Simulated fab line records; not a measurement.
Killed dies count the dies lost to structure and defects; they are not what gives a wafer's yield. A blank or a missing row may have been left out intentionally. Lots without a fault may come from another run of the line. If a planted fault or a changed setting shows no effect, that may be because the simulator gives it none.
Matching of chambers | flow nand_harc | NHARC_A_CHANNEL_FILL_D1_ETCHBACK_19 on rie_si-05: 4 sister chambers
The step etches the open film in HBr/Cl2, target depth 5 nm, time 1.7 s. 8 wafers are shown with their chamber, then 6 later ones without.

== WAFERS WITH THEIR CHAMBER ==
wafer  | chamber | drypump_motor_current_A (A) | oes_product_au (a.u.)
L716.1 | 3       | 5.8                         | 0.994
L723.3 | 3       | 5.8                         | 1.010
L723.6 | 2       | 6.1                         | 1.011
L724.1 | 1       | 5.9                         | 1.020
L724.4 | 0       | 5.7                         | 1.011
L724.5 | 2       | 6.1                         | 1.013
L725.1 | 0       | 5.8                         | 0.998
L725.3 | 1       | 6.0                         | 1.013

== WAFERS WITHOUT THEIR CHAMBER ==
wafer  | drypump_motor_current_A (A) | oes_product_au (a.u.)
L725.5 | 6.1                         | 1.009
L729.1 | 5.8                         | 1.012
L729.2 | 5.8                         | 1.018
L729.6 | 5.8                         | 1.013
L734.4 | 5.8                         | 1.016
L734.6 | 5.8                         | 1.000

== THE CHAMBER EACH PASSED THROUGH ==
wafer  | from the rows above          | in truth
L725.5 | 2                            | 2
L729.1 | can't be placed: 3 or 0 or 1 | 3
L729.2 | can't be placed: 0 or 3 or 1 | 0
L729.6 | can't be placed: 3 or 0 or 1 | 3
L734.4 | can't be placed: 0 or 3 or 1 | 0
L734.6 | can't be placed: 3 or 0      | 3
1 of 6 placed correctly. From these rows, 5 cannot be placed; in 5 the true chamber is one of the candidates. Wrongly placed: 0.
How it was worked out, from the rows above alone: a wafer's distance from a chamber is the root of the sum, over the readings, of the square of ((its reading less the chamber's mean) divided by the reading's scatter). The wafer belongs to the nearest chamber; if the next one is less than 2 further off, it can't be placed. A chamber's mean is the mean of its shown wafers. The scatter: take each reading less its chamber's mean, square it, sum over the shown wafers, divide by the number of wafers less the number of chambers, and take the root.
